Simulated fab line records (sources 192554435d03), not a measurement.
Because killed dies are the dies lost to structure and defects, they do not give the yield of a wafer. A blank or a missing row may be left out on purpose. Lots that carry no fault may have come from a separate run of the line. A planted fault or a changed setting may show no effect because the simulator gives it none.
fab line records | flow n5_finfet | part 1 of 2: steps 1 to 15 of 29
[record] lots = 5 | wafers = 15 | last_day = 18
route steps=1938 shown BEOL_M0_SAQP@664
lots with no fault: from the same line, run without faults
start_h: hours from the record's first day to the start of the lot's first wafer shown | wait_h: time in hours since the lot's previous step | " unchanged from the row above | L1.1+2: a row that stands for several wafers | - no value, or no start was given | * or withheld: withheld | < > ~ a bound
route shown NAME@n: NAME is a module with steps in the file, n the number in the route of the first one | usual: mean and standard deviation over wafers with no fault | same: alike in all rows | chamber/n: place in a boat | sites: readings site by site | _std_site: the standard deviation of these | _edge_site: the outer-site mean with the inner-site mean subtracted | radius_mm: how far each site lies from the wafer's centre | mask NAME#n: copy n | behind: the last tool/chamber to shape the wafer | hold: what put the lot on hold/how long, in hours/how the hold closed | device: the transistor (n, p or np) that didn't switch | end of line: the same wafers' tests at the end of the route | a step with no rows: only its recipe | killed: not the wafer's yield, but the dies lost to structure and defects at the first sort | map: a wafer's dies, marking killed ones x, the rest . and places with no die _
set.NAME: the setting as run; set.NAME@STEP: as run at that earlier step | model.NAME: the simulator's own value behind a step, which no gauge read
certain route steps with their lots: each step a table, each wafer a row
services: the hour from which a tool's chamber was out of use, counted from the record's first day as start_h (under 0 if before that day), plus the number of hours and why
[[steps]]
[step N5_BEOL_M0_SAQP_SPACER1_ETCHBACK_99]
[recipe] chemistry = CHF3/O2 | mode = anisotropic_etchback | target = SiO2 | target_depth_a = 154 | time_s = 7.7 | pressure_mtorr = 30 | source_w = 650 | bias_w = 170 | Ar_flow_sccm = 200 | CHF3_flow_sccm = 50 | O2_flow_sccm = 5 | ion_energy_ev = 200
[usual] drypump_motor_current_A = 5.7/0.43 | oes_product_au = 0.77/0.076 | rf_vpp_V = 524/9.1 | showerhead_plenum_p_Torr = 2.41/0.063 | throttle_valve_pct = 18.90/0.22
lot.wafer | tool        | chamber | start_h | wait_h | drypump_motor_current_A | oes_product_au | rf_hours_counter_h | rf_vpp_V | showerhead_plenum_p_Torr | throttle_valve_pct
L080.1    | rie_diel-02 | 2       | 146.04  | 0.3    | 6.0                     | 0.77           | 145                | 522      | 2.40                     | 18.81
L080.3    | "           | 0       | "       | "      | 5.1                     | 0.71           | 183                | 531      | 2.51                     | 19.31
L080.4    | "           | 3       | "       | "      | 5.6                     | 0.67           | 249                | 520      | 2.36                     | 19.06
L081.2    | rie_diel-02 | 2       | 151.31  | 0.3    | 6.1                     | 0.78           | 148                | 522      | 2.40                     | 18.82
L081.4    | "           | 0       | "       | "      | 5.1                     | 0.71           | -                  | 530      | 2.51                     | 19.32
L081.5    | "           | 1       | "       | "      | 5.6                     | 0.86           | -                  | 510      | 2.35                     | 18.87
L082.1    | rie_diel-05 | 0       | 157.74  | 0.3    | 5.2                     | 0.85           | 76                 | 511      | 2.36                     | 18.64
L082.3    | "           | 1       | "       | "      | 5.6                     | 0.73           | 206                | 525      | 2.47                     | 18.79
L082.6    | "           | 1       | "       | "      | 5.6                     | 0.73           | -                  | 526      | 2.47                     | 18.81
L083.2    | rie_diel-02 | 2       | 163.14  | 0.3    | 6.0                     | 0.77           | 151                | 525      | 2.40                     | 18.82
L083.3    | "           | 0       | "       | "      | 5.1                     | 0.71           | 189                | 531      | 2.51                     | 19.33
L083.6    | "           | 1       | "       | "      | 5.6                     | 0.85           | -                  | 511      | 2.34                     | 18.87
L095.2    | rie_diel-05 | 1       | 229.61  | 0.3    | 5.6                     | 0.72           | 222                | 526      | 2.47                     | 18.82
L095.4    | "           | 1       | "       | "      | 5.6                     | 0.71           | -                  | 523      | 2.47                     | 18.81
L095.6    | "           | 0       | "       | "      | 5.3                     | 0.84           | -                  | 510      | 2.36                     | 18.68
[step N5_BEOL_M0_SAQP_MANDREL1_REMOVE_100]
[recipe] chemistry = HBr/Cl2/O2 | bt_time_s = 10 | target = a-Si | stop_on = SiNx | endpoint = OES-SiCl | over_etch_frac = 0.85 | icp_w = 600 | bias_w = 30 | HBr_flow_sccm = 150 | Cl2_flow_sccm = 80 | O2_flow_sccm = 5 | pressure_mtorr = 10
[usual] drypump_motor_current_A = 5.9/0.36 | oes_product_au = 0.999/0.015 | throttle_valve_pct = 36.73/0.19
lot.wafer | tool      | chamber | start_h | wait_h | drypump_motor_current_A | oes_product_au | rf_hours_counter_h | throttle_valve_pct
L080.1    | rie_si-06 | 2       | 146.12  | 0.1    | 5.2                     | 1.018          | 86                 | 36.80
L080.3    | "         | 1       | "       | "      | 5.4                     | 0.979          | 1                  | 36.82
L080.4    | "         | 0       | "       | "      | 5.8                     | 0.997          | 8                  | 36.46
L081.2    | rie_si-06 | 1       | 151.40  | 0.1    | 5.3                     | 1.005          | 1                  | 36.80
L081.4    | "         | 0       | "       | "      | 5.9                     | 1.008          | 8                  | 36.46
L081.5    | "         | 0       | "       | "      | 5.9                     | 1.014          | -                  | 36.47
L082.1    | rie_si-01 | 1       | 157.82  | 0.1    | 5.8                     | 1.005          | 86                 | 36.76
L082.3    | "         | 3       | "       | "      | 6.3                     | 0.993          | 34                 | 36.75
L082.6    | "         | 0       | "       | "      | 5.8                     | 1.005          | -                  | 36.66
L083.2    | rie_si-02 | 1       | 163.22  | 0.1    | 6.4                     | 1.003          | 58                 | 37.15
L083.3    | "         | 0       | "       | "      | 5.8                     | 0.996          | 45                 | 36.74
L083.6    | "         | 0       | "       | "      | 5.8                     | 1.004          | -                  | 36.76
L095.2    | rie_si-06 | 1       | 229.70  | 0.1    | 5.4                     | 1.012          | 2                  | 36.79
L095.4    | "         | 2       | "       | "      | 5.2                     | 1.016          | 87                 | 36.80
L095.6    | "         | 0       | "       | "      | 5.9                     | 0.998          | -                  | 36.47
[step N5_BEOL_M0_SAQP_CD_MEAS_25]
[recipe] target_cd_nm = 13.1 | landing_energy_ev = 1000 | detector = se_inlens
[usual] cd_nm = 12.83/0.22
lot.wafer | tool      | chamber | start_h | wait_h | cd_nm
L080.1    | cd_sem-01 | 0       | 146.23  | 0.1    | 13.09
L080.3    | "         | 0       | "       | "      | 12.55
L080.4    | "         | 0       | "       | "      | 12.85
L081.2    | cd_sem-02 | 0       | 151.51  | 0.1    | 13.00
L081.4    | "         | 0       | "       | "      | 12.89
L081.5    | "         | 0       | "       | "      | 12.58
L082.1    | cd_sem-02 | 0       | 157.93  | 0.1    | 12.44
L082.3    | "         | 0       | "       | "      | 12.60
L082.6    | "         | 0       | "       | "      | 12.73
L083.2    | cd_sem-03 | 0       | 163.33  | 0.1    | 12.88
L083.3    | "         | 0       | "       | "      | 12.74
L083.6    | "         | 0       | "       | "      | 12.72
L095.2    | cd_sem-02 | 0       | 229.82  | 0.1    | 12.81
L095.4    | "         | 0       | "       | "      | 13.11
L095.6    | "         | 0       | "       | "      | 12.92
[step N5_BEOL_M0_SAQP_ETCH_101]
[recipe] chemistry = CH3F/O2 | target = SiNx | mask_material = SiO2 | target_depth_a = 299 | time_s = 42.7 | pressure_mtorr = 30 | source_w = 395 | bias_w = 73 | Ar_flow_sccm = 150 | CH3F_flow_sccm = 30 | O2_flow_sccm = 20 | ion_energy_ev = 120
[usual] drypump_motor_current_A = 5.6/0.43 | oes_product_au = 0.77/0.073 | rf_vpp_V = 298/5.3 | showerhead_plenum_p_Torr = 2.01/0.057 | throttle_valve_pct = 16.40/0.21
lot.wafer | tool        | chamber | start_h | wait_h | drypump_motor_current_A | oes_product_au | rf_hours_counter_h | rf_vpp_V | showerhead_plenum_p_Torr | throttle_valve_pct
L080.1    | rie_diel-06 | 0       | 146.32  | 0.1    | 5.2                     | 0.81           | 101                | 306      | 1.95                     | 16.59
L080.3    | "           | 1       | "       | "      | 6.5                     | 0.69           | 217                | 302      | 1.96                     | 16.38
L080.4    | "           | 2       | "       | "      | 5.7                     | 0.75           | 167                | 296      | 2.10                     | 16.46
L081.2    | rie_diel-02 | 1       | 151.55  | 0.0    | 5.6                     | 0.86           | 36                 | 290      | 1.94                     | 16.30
L081.4    | "           | 0       | "       | "      | 5.1                     | 0.71           | -                  | 302      | 2.09                     | 16.77
L081.5    | "           | 1       | "       | "      | 5.6                     | 0.85           | -                  | 291      | 1.94                     | 16.28
L082.1    | rie_diel-05 | 1       | 157.97  | 0.0    | 5.6                     | 0.72           | 206                | 297      | 2.05                     | 16.31
L082.3    | "           | 0       | "       | "      | 5.2                     | 0.85           | 76                 | 289      | 1.96                     | 16.12
L082.6    | "           | 2       | "       | "      | 6.2                     | 0.86           | -                  | 308      | 2.03                     | 16.02
L083.2    | rie_diel-06 | 2       | 163.37  | 0.0    | 5.6                     | 0.76           | 171                | 297      | 2.09                     | 16.45
L083.3    | "           | 0       | "       | "      | 5.2                     | 0.81           | 105                | 305      | 1.95                     | 16.59
L083.6    | "           | 1       | "       | "      | 6.5                     | 0.69           | -                  | 301      | 1.96                     | 16.39
L095.2    | rie_diel-05 | 1       | 229.85  | 0.0    | 5.6                     | 0.71           | 222                | 299      | 2.05                     | 16.34
L095.4    | "           | 0       | "       | "      | 5.2                     | 0.84           | -                  | 288      | 1.96                     | 16.13
L095.6    | "           | 2       | "       | "      | 6.2                     | 0.83           | -                  | 306      | 2.03                     | 16.05
[step N5_BEOL_M0_SAQP_ETCH_102]
[recipe] chemistry = CF4 | target = SiO2 | target_depth_a = 40 | ion_energy_ev = 350 | time_s = 4.4 | pressure_mtorr = 10 | icp_w = 800 | bias_w = 400 | cf4_flow_sccm = 80
[usual] cf4_flow_sccm = 80.00/0.23 | drypump_motor_current_A = 5.8/0.45 | oes_product_au = 0.994/0.019 | throttle_valve_pct = 21.78/0.15
lot.wafer | tool      | chamber | start_h | wait_h | cf4_flow_sccm | drypump_motor_current_A | oes_product_au | rf_hours_counter_h | throttle_valve_pct
L080.1    | rie_si-01 | 0       | 146.43  | 0.1    | 79.94         | 5.8                     | 0.985          | 94                 | 21.58
L080.3    | "         | 3       | "       | "      | 79.97         | 6.3                     | 0.993          | 34                 | 21.70
L080.4    | "         | 1       | "       | "      | 80.21         | 5.8                     | 1.032          | 86                 | 21.90
L081.2    | rie_si-02 | 1       | 151.65  | 0.1    | 80.14         | 6.4                     | 1.030          | 58                 | 21.87
L081.4    | "         | 0       | "       | "      | 80.22         | 5.7                     | 1.001          | 45                 | 21.69
L081.5    | "         | 3       | "       | "      | 79.76         | 5.8                     | 0.980          | -                  | 21.74
L082.1    | rie_si-02 | 3       | 158.08  | 0.1    | 80.13         | 5.8                     | 0.986          | 127                | 21.76
L082.3    | "         | 1       | "       | "      | 79.64         | 6.4                     | 1.020          | 58                 | 21.88
L082.6    | "         | 2       | "       | "      | 79.89         | 5.0                     | 0.960          | -                  | 21.84
L083.2    | rie_si-01 | 1       | 163.48  | 0.1    | 80.20         | 5.8                     | 1.027          | 86                 | 21.87
L083.3    | "         | 0       | "       | "      | 79.99         | 5.7                     | 0.970          | 94                 | 21.57
L083.6    | "         | 1       | "       | "      | 80.07         | 5.8                     | 1.021          | -                  | 21.87
L095.2    | rie_si-01 | 3       | 229.96  | 0.1    | 80.18         | 6.3                     | 1.002          | 36                 | 21.70
L095.4    | "         | 2       | "       | "      | 79.83         | 6.2                     | 0.967          | 145                | 22.13
L095.6    | "         | 2       | "       | "      | 79.78         | 6.2                     | 0.970          | -                  | 22.14
[step N5_BEOL_M0_SAQP_MANDREL_ETCH_103]
[recipe] chemistry = HBr/Cl2 | target = a-Si | target_depth_a = 450 | bt_time_s = 10 | stop_on = SiCN | mask_material = SiO2 | over_etch_frac = 0.8 | time_s = 27 | pressure_mtorr = 10 | icp_w = 800 | bias_w = 75 | HBr_flow_sccm = 150 | Cl2_flow_sccm = 80 | ends = end_point
[usual] drypump_motor_current_A = 5.8/0.45 | oes_product_au = 0.682/0.0095 | throttle_valve_pct = 35.47/0.19
lot.wafer | tool      | chamber | start_h | wait_h | drypump_motor_current_A | oes_product_au | rf_hours_counter_h | throttle_valve_pct
L080.1    | rie_si-01 | 0       | 146.46  | 0.0    | 5.8                     | 0.677          | 94                 | 35.39
L080.3    | "         | 3       | "       | "      | 6.3                     | 0.685          | 34                 | 35.46
L080.4    | "         | 1       | "       | "      | 5.8                     | 0.695          | 86                 | 35.47
L081.2    | rie_si-02 | 1       | 151.68  | 0.0    | 6.4                     | 0.674          | 58                 | 35.90
L081.4    | "         | 0       | "       | "      | 5.8                     | 0.687          | 45                 | 35.51
L081.5    | "         | 3       | "       | "      | 5.8                     | 0.673          | -                  | 35.44
L082.1    | rie_si-02 | 3       | 158.11  | 0.0    | 5.8                     | 0.675          | 127                | 35.43
L082.3    | "         | 1       | "       | "      | 6.4                     | 0.678          | 58                 | 35.83
L082.6    | "         | 2       | "       | "      | 4.9                     | 0.687          | -                  | 35.37
L083.2    | rie_si-01 | 1       | 163.51  | 0.0    | 5.8                     | 0.681          | 86                 | 35.48
L083.3    | "         | 0       | "       | "      | 5.8                     | 0.676          | 94                 | 35.39
L083.6    | "         | 1       | "       | "      | 5.9                     | 0.678          | -                  | 35.47
L095.2    | rie_si-01 | 3       | 229.99  | 0.0    | 6.3                     | 0.671          | 36                 | 35.45
L095.4    | "         | 2       | "       | "      | 6.2                     | 0.679          | 145                | 35.67
L095.6    | "         | 2       | "       | "      | 6.2                     | 0.689          | -                  | 35.65
[step N5_BEOL_M0_SAQP_RECESS_104]
[recipe] chemistry = HF/NH3 | target = SiO2 | target_depth_a = 180 | afs_cycles = 3 | temp_c = 30 | sublimation_temp_c = 180 | sublimation_time_s = 60
[usual] drypump_motor_current_A = 5.79/0.3
lot.wafer | tool          | chamber | start_h | wait_h | drypump_motor_current_A
L080.1    | vapor_etch-02 | 0       | 146.54  | 0.1    | 5.38
L080.3    | "             | 0       | "       | "      | 5.42
L080.4    | "             | 1       | "       | "      | 5.86
L081.2    | vapor_etch-02 | 1       | 151.76  | 0.1    | 5.85
L081.4    | "             | 0       | "       | "      | 5.42
L081.5    | "             | 0       | "       | "      | 5.39
L082.1    | vapor_etch-01 | 0       | 158.19  | 0.1    | 6.21
L082.3    | "             | 0       | "       | "      | 6.21
L082.6    | "             | 1       | "       | "      | 5.69
L083.2    | vapor_etch-01 | 1       | 163.59  | 0.1    | 5.72
L083.3    | "             | 0       | "       | "      | 6.23
L083.6    | "             | 0       | "       | "      | 6.21
L095.2    | vapor_etch-02 | 0       | 230.07  | 0.1    | 5.40
L095.4    | "             | 0       | "       | "      | 5.41
L095.6    | "             | 1       | "       | "      | 5.86
[step N5_BEOL_M0_SAQP_COAT_105]
[recipe] resist = SOC | temp_c = 250 | time_s = 60 | spin_rpm = 1500 | resist_thk_nm = 100
lot.wafer  | tool           | chamber | start_h | wait_h
L080.1+3+4 | litho_track-05 | 0       | 146.92  | 0.3
L081.2+4+5 | litho_track-05 | 0       | 152.15  | 0.3
L082.1+3+6 | litho_track-01 | 0       | 158.58  | 0.3
L083.2+3+6 | litho_track-05 | 0       | 163.98  | 0.3
L095.2+4+6 | litho_track-05 | 0       | 230.46  | 0.3
[step N5_BEOL_M0_SAQP_ETCH_106]
[recipe] chemistry = N2/H2 | target = SOC | target_depth_a = 1500 | stop_on = SiNx | ion_energy_ev = 100 | bias_w = 61 | pressure_mtorr = 30 | source_w = 850 | n2_flow_sccm = 200 | h2_flow_sccm = 200
[usual] drypump_motor_current_A = 5.6/0.46 | n2_flow_sccm = 200.0/0.53 | oes_product_au = 0.75/0.066 | rf_vpp_V = 240.8/1.2 | showerhead_plenum_p_Torr = 2.55/0.07 | throttle_valve_pct = 17.84/0.28
lot.wafer | tool        | chamber | start_h | wait_h | drypump_motor_current_A | n2_flow_sccm | oes_product_au | rf_hours_counter_h | rf_vpp_V | showerhead_plenum_p_Torr | throttle_valve_pct
L080.1    | rie_diel-02 | 0       | 147.01  | -      | 5.1                     | 199.7        | 0.70           | 184                | 241.8    | 2.62                     | 18.11
L080.3    | "           | 3       | "       | "      | 5.6                     | 200.2        | 0.67           | 250                | 241.4    | 2.51                     | 18.17
L080.4    | "           | 2       | "       | "      | 6.0                     | 200.3        | 0.76           | 145                | 240.3    | 2.55                     | 17.72
L081.2    | rie_diel-02 | 1       | 152.34  | -      | 5.6                     | 199.7        | 0.85           | 37                 | 238.3    | 2.50                     | 17.83
L081.4    | "           | 1       | "       | "      | 5.6                     | 199.4        | 0.84           | -                  | 240.2    | 2.50                     | 17.84
L081.5    | "           | 0       | "       | "      | 5.1                     | 200.8        | 0.70           | -                  | 242.7    | 2.62                     | 18.10
L082.1    | rie_diel-05 | 3       | 158.64  | -      | 5.1                     | 200.6        | 0.69           | 235                | 240.6    | 2.49                     | 18.09
L082.3    | "           | 1       | "       | "      | 5.6                     | 200.3        | 0.72           | 206                | 241.4    | 2.63                     | 17.74
L082.6    | "           | 2       | "       | "      | 6.2                     | 198.7        | 0.84           | -                  | 242.0    | 2.61                     | 17.57
L083.2    | rie_diel-06 | 0       | 164.04  | -      | 5.2                     | 200.2        | 0.79           | 105                | 240.6    | 2.46                     | 18.05
L083.3    | "           | 2       | "       | "      | 5.6                     | 200.1        | 0.74           | 171                | 242.7    | 2.64                     | 17.91
L083.6    | "           | 0       | "       | "      | 5.2                     | 199.1        | 0.78           | -                  | 239.9    | 2.46                     | 18.07
L095.2    | rie_diel-06 | 0       | 230.52  | -      | 5.1                     | 200.1        | 0.77           | 122                | 238.3    | 2.46                     | 18.10
L095.4    | "           | 1       | "       | "      | 6.6                     | 199.6        | 0.67           | 238                | 239.1    | 2.53                     | 18.07
L095.6    | "           | 1       | "       | "      | 6.6                     | 200.4        | 0.66           | -                  | 238.8    | 2.52                     | 18.08
[step N5_BEOL_M0_SAQP_ETCH_107]
[recipe] chemistry = CH3F/O2 | target = SiNx | target_depth_a = 300 | mask_material = SOC | pressure_mtorr = 30 | source_w = 395 | bias_w = 73 | Ar_flow_sccm = 150 | CH3F_flow_sccm = 30 | O2_flow_sccm = 20 | ion_energy_ev = 120
[usual] drypump_motor_current_A = 5.6/0.45 | oes_product_au = 0.76/0.07 | rf_vpp_V = 298/5.4 | showerhead_plenum_p_Torr = 2.01/0.054 | throttle_valve_pct = 16.39/0.22
lot.wafer | tool        | chamber | start_h | wait_h | drypump_motor_current_A | oes_product_au | rf_hours_counter_h | rf_vpp_V | showerhead_plenum_p_Torr | throttle_valve_pct
L080.1    | rie_diel-02 | 0       | 147.07  | 0.0    | 5.1                     | 0.71           | 184                | 302      | 2.09                     | 16.76
L080.3    | "           | 3       | "       | "      | 5.6                     | 0.68           | 250                | 294      | 1.95                     | 16.54
L080.4    | "           | 2       | "       | "      | 6.0                     | 0.78           | 146                | 298      | 1.99                     | 16.29
L081.2    | rie_diel-02 | 1       | 152.40  | 0.0    | 5.6                     | 0.85           | 37                 | 290      | 1.94                     | 16.28
L081.4    | "           | 1       | "       | "      | 5.6                     | 0.85           | -                  | 290      | 1.94                     | 16.29
L081.5    | "           | 0       | "       | "      | 5.1                     | 0.70           | -                  | 301      | 2.09                     | 16.76
L082.1    | rie_diel-05 | 3       | 158.70  | 0.0    | 5.1                     | 0.68           | 235                | 299      | 1.99                     | 16.70
L082.3    | "           | 1       | "       | "      | 5.6                     | 0.73           | 206                | 298      | 2.05                     | 16.29
L082.6    | "           | 2       | "       | "      | 6.2                     | 0.87           | -                  | 306      | 2.03                     | 16.03
L083.2    | rie_diel-06 | 0       | 164.10  | 0.0    | 5.2                     | 0.80           | 105                | 306      | 1.95                     | 16.61
L083.3    | "           | 2       | "       | "      | 5.7                     | 0.75           | 171                | 297      | 2.09                     | 16.44
L083.6    | "           | 0       | "       | "      | 5.2                     | 0.81           | -                  | 306      | 1.95                     | 16.59
L095.2    | rie_diel-06 | 0       | 230.58  | 0.0    | 5.2                     | 0.78           | 122                | 306      | 1.94                     | 16.64
L095.4    | "           | 1       | "       | "      | 6.5                     | 0.67           | 238                | 303      | 1.96                     | 16.42
L095.6    | "           | 1       | "       | "      | 6.5                     | 0.67           | -                  | 302      | 1.96                     | 16.42
[step N5_BEOL_M0_SAQP_STRIP_108]
[recipe] chemistry = N2/H2 | power_w = 500 | temp_c = 40 | pressure_mtorr = 50 | rf_frequency_hz = 6e+07 | overash_fraction = 0.3 | bias_power_w = 28 | h2_frac = 0.5 | n2_flow_sccm = 300 | h2_flow_sccm = 300
[usual] drypump_motor_current_A = 5.7/0.46 | n2_flow_sccm = 300.0/0.89 | oes_product_au = 0.75/0.072 | rf_vpp_V = 122.0/0.82 | showerhead_plenum_p_Torr = 3.37/0.089 | throttle_valve_pct = 19.0/0.46
lot.wafer | tool        | chamber | start_h | wait_h | drypump_motor_current_A | n2_flow_sccm | oes_product_au | rf_hours_counter_h | rf_vpp_V | showerhead_plenum_p_Torr | throttle_valve_pct
L080.1    | rie_diel-02 | 0       | 147.11  | 0.0    | 5.1                     | 300.7        | 0.71           | 184                | 123.5    | 3.45                     | 19.4
L080.3    | "           | 3       | "       | "      | 5.6                     | 300.7        | 0.66           | 250                | 122.0    | 3.31                     | 19.3
L080.4    | "           | 2       | "       | "      | 6.0                     | 300.6        | 0.76           | 146                | 121.4    | 3.37                     | 18.7
L081.2    | rie_diel-02 | 1       | 152.44  | 0.0    | 5.7                     | 300.8        | 0.86           | 37                 | 122.0    | 3.30                     | 18.7
L081.4    | "           | 1       | "       | "      | 5.7                     | 301.7        | 0.85           | -                  | 122.5    | 3.30                     | 18.7
L081.5    | "           | 0       | "       | "      | 5.1                     | 298.6        | 0.70           | -                  | 123.1    | 3.45                     | 19.4
L082.1    | rie_diel-05 | 3       | 158.74  | 0.0    | 5.1                     | 301.2        | 0.68           | 235                | 122.7    | 3.30                     | 19.4
L082.3    | "           | 1       | "       | "      | 5.6                     | 299.1        | 0.71           | 206                | 123.6    | 3.47                     | 18.8
L082.6    | "           | 2       | "       | "      | 6.2                     | 300.4        | 0.84           | -                  | 122.6    | 3.44                     | 18.6
L083.2    | rie_diel-06 | 0       | 164.14  | 0.0    | 5.2                     | 300.0        | 0.81           | 106                | 121.0    | 3.26                     | 19.3
L083.3    | "           | 2       | "       | "      | 5.6                     | 299.6        | 0.75           | 171                | 122.2    | 3.48                     | 19.4
L083.6    | "           | 0       | "       | "      | 5.2                     | 300.1        | 0.80           | -                  | 121.9    | 3.26                     | 19.3
L095.2    | rie_diel-06 | 0       | 230.62  | 0.0    | 5.2                     | 301.2        | 0.79           | 122                | 120.1    | 3.25                     | 19.3
L095.4    | "           | 1       | "       | "      | 6.6                     | 298.7        | 0.67           | 238                | 122.2    | 3.34                     | 19.3
L095.6    | "           | 1       | "       | "      | 6.6                     | 300.6        | 0.66           | -                  | 121.9    | 3.34                     | 19.3
[step N5_BEOL_M0_SAQP_RECESS_109]
[recipe] chemistry = HF/NH3 | target = SiO2 | target_depth_a = 30 | afs_cycles = 1 | temp_c = 30 | sublimation_temp_c = 180 | sublimation_time_s = 60
[usual] drypump_motor_current_A = 5.9/0.3
lot.wafer | tool          | chamber | start_h | wait_h | drypump_motor_current_A
L080.1    | vapor_etch-01 | 1       | 147.17  | 0.0    | 5.7
L080.3    | "             | 1       | "       | "      | 5.7
L080.4    | "             | 0       | "       | "      | 6.2
L081.2    | vapor_etch-01 | 0       | 152.50  | 0.0    | 6.2
L081.4    | "             | 1       | "       | "      | 5.7
L081.5    | "             | 0       | "       | "      | 6.2
L082.1    | vapor_etch-02 | 1       | 158.80  | 0.0    | 5.9
L082.3    | "             | 0       | "       | "      | 5.4
L082.6    | "             | 0       | "       | "      | 5.4
L083.2    | vapor_etch-02 | 0       | 164.20  | 0.0    | 5.4
L083.3    | "             | 1       | "       | "      | 5.9
L083.6    | "             | 0       | "       | "      | 5.4
L095.2    | vapor_etch-02 | 0       | 230.68  | 0.0    | 5.4
L095.4    | "             | 1       | "       | "      | 5.9
L095.6    | "             | 0       | "       | "      | 5.4
[step N5_BEOL_M0_SAQP_SPACER2_ALD_26]
[recipe] material = SiO2 | target_thk_a = 150 | temp_c = 300 | ald_precursor_family = BDEAS | ald_co_reactant = O2-plasma | pulse_time_s = 1 | purge_time_s = 2 | co_reactant_purge_time_s = 2 | pressure_torr = 2
[usual] heater_power_outer_w = 269/27 | heater_power_w = 481/56 | precursor_pulse_height_rel = 1.001/0.02
lot.wafer | tool       | chamber | start_h | wait_h | heater_power_outer_w | heater_power_w | precursor_pulse_height_rel
L080.1    | ald_sin-02 | 3       | 147.31  | 0.1    | 224                  | 429            | 1.000
L080.3    | "          | 0       | "       | "      | 270                  | 470            | 0.982
L080.4    | "          | 2       | "       | "      | 346                  | 634            | 0.993
L081.2    | ald_sin-02 | 3       | 152.64  | 0.1    | 215                  | 432            | 0.987
L081.4    | "          | 2       | "       | "      | 344                  | 645            | 0.979
L081.5    | "          | 2       | "       | "      | 344                  | 630            | 1.000
L082.1    | ald_sin-03 | 1       | 158.95  | 0.1    | 243                  | 410            | 0.989
L082.3    | "          | 2       | "       | "      | 287                  | 495            | 0.985
L082.6    | "          | 3       | "       | "      | 245                  | 468            | 1.003
L083.2    | ald_sin-03 | 1       | 164.34  | 0.1    | 244                  | 415            | 0.991
L083.3    | "          | 2       | "       | "      | 289                  | 483            | 0.962
L083.6    | "          | 0       | "       | "      | 281                  | 509            | 0.994
L095.2    | ald_sin-01 | 2       | 230.83  | 0.1    | 259                  | 458            | 0.966
L095.4    | "          | 1       | "       | "      | 293                  | 529            | 0.993
L095.6    | "          | 3       | "       | "      | 269                  | 461            | 0.987
[step N5_BEOL_M0_SAQP_SPACER2_ETCHBACK_27]
[recipe] chemistry = CHF3/O2 | mode = anisotropic_etchback | target = SiO2 | target_depth_a = 225 | time_s = 11.25 | pressure_mtorr = 30 | source_w = 650 | bias_w = 170 | Ar_flow_sccm = 200 | CHF3_flow_sccm = 50 | O2_flow_sccm = 5 | ion_energy_ev = 200
[usual] drypump_motor_current_A = 5.6/0.46 | oes_product_au = 0.76/0.071 | rf_vpp_V = 526/9.2 | showerhead_plenum_p_Torr = 2.42/0.066 | throttle_valve_pct = 18.93/0.21
lot.wafer | tool        | chamber | start_h | wait_h | drypump_motor_current_A | oes_product_au | rf_hours_counter_h | rf_vpp_V | showerhead_plenum_p_Torr | throttle_valve_pct
L080.1    | rie_diel-06 | 2       | 147.96  | 0.4    | 5.6                     | 0.75           | 168                | 523      | 2.52                     | 18.94
L080.3    | "           | 0       | "       | "      | 5.2                     | 0.81           | 102                | 540      | 2.35                     | 19.16
L080.4    | "           | 1       | "       | "      | 6.5                     | 0.69           | 218                | 530      | 2.36                     | 18.85
L081.2    | rie_diel-05 | 3       | 153.19  | 0.3    | 5.1                     | 0.68           | 234                | 525      | 2.39                     | 19.24
L081.4    | "           | 0       | "       | "      | 5.2                     | 0.84           | 75                 | 511      | 2.36                     | 18.66
L081.5    | "           | 3       | "       | "      | 5.1                     | 0.69           | -                  | 526      | 2.40                     | 19.22
L082.1    | rie_diel-06 | 2       | 159.49  | 0.3    | 5.6                     | 0.75           | 170                | 522      | 2.52                     | 18.96
L082.3    | "           | 0       | "       | "      | 5.2                     | 0.81           | 104                | 538      | 2.35                     | 19.17
L082.6    | "           | 3       | "       | "      | 5.6                     | 0.73           | -                  | 521      | 2.49                     | 19.01
L083.2    | rie_diel-02 | 0       | 164.89  | 0.3    | 5.1                     | 0.70           | 190                | 531      | 2.51                     | 19.32
L083.3    | "           | 2       | "       | "      | 6.1                     | 0.77           | 152                | 523      | 2.40                     | 18.82
L083.6    | "           | 0       | "       | "      | 5.1                     | 0.70           | -                  | 531      | 2.51                     | 19.32
L095.2    | rie_diel-06 | 1       | 231.38  | 0.3    | 6.5                     | 0.67           | 238                | 531      | 2.35                     | 18.88
L095.4    | "           | 3       | "       | "      | 5.7                     | 0.71           | 195                | 523      | 2.48                     | 19.04
L095.6    | "           | 2       | "       | "      | 5.6                     | 0.74           | -                  | 522      | 2.51                     | 18.97
[step N5_BEOL_M0_SAQP_MANDREL2_REMOVE_110]
[recipe] chemistry = HBr/Cl2/O2 | bt_time_s = 10 | target = a-Si | stop_on = SiCN | endpoint = OES-SiCl | over_etch_frac = 1 | icp_w = 600 | bias_w = 30 | HBr_flow_sccm = 150 | Cl2_flow_sccm = 80 | O2_flow_sccm = 5 | pressure_mtorr = 10
[usual] drypump_motor_current_A = 5.8/0.44 | oes_product_au = 0.999/0.015 | throttle_valve_pct = 36.74/0.22
lot.wafer | tool      | chamber | start_h | wait_h | drypump_motor_current_A | oes_product_au | rf_hours_counter_h | throttle_valve_pct
L080.1    | rie_si-02 | 0       | 148.05  | 0.1    | 5.7                     | 1.010          | 45                 | 36.75
L080.3    | "         | 2       | "       | "      | 5.0                     | 0.987          | 31                 | 36.64
L080.4    | "         | 3       | "       | "      | 5.8                     | 0.979          | 127                | 36.70
L081.2    | rie_si-06 | 1       | 153.28  | 0.1    | 5.3                     | 1.008          | 1                  | 36.79
L081.4    | "         | 2       | "       | "      | 5.2                     | 1.019          | 86                 | 36.79
L081.5    | "         | 2       | "       | "      | 5.2                     | 1.024          | -                  | 36.79
L082.1    | rie_si-06 | 3       | 159.58  | 0.1    | 6.2                     | 1.018          | 61                 | 36.26
L082.3    | "         | 1       | "       | "      | 5.3                     | 1.011          | 1                  | 36.81
L082.6    | "         | 0       | "       | "      | 5.9                     | 1.008          | -                  | 36.46
L083.2    | rie_si-06 | 1       | 164.98  | 0.1    | 5.4                     | 0.999          | 1                  | 36.79
L083.3    | "         | 0       | "       | "      | 5.9                     | 1.002          | 8                  | 36.46
L083.6    | "         | 2       | "       | "      | 5.2                     | 1.028          | -                  | 36.78
L095.2    | rie_si-06 | 2       | 231.46  | 0.1    | 5.3                     | 1.024          | 87                 | 36.79
L095.4    | "         | 3       | "       | "      | 6.2                     | 1.010          | 62                 | 36.26
L095.6    | "         | 2       | "       | "      | 5.2                     | 1.019          | -                  | 36.78
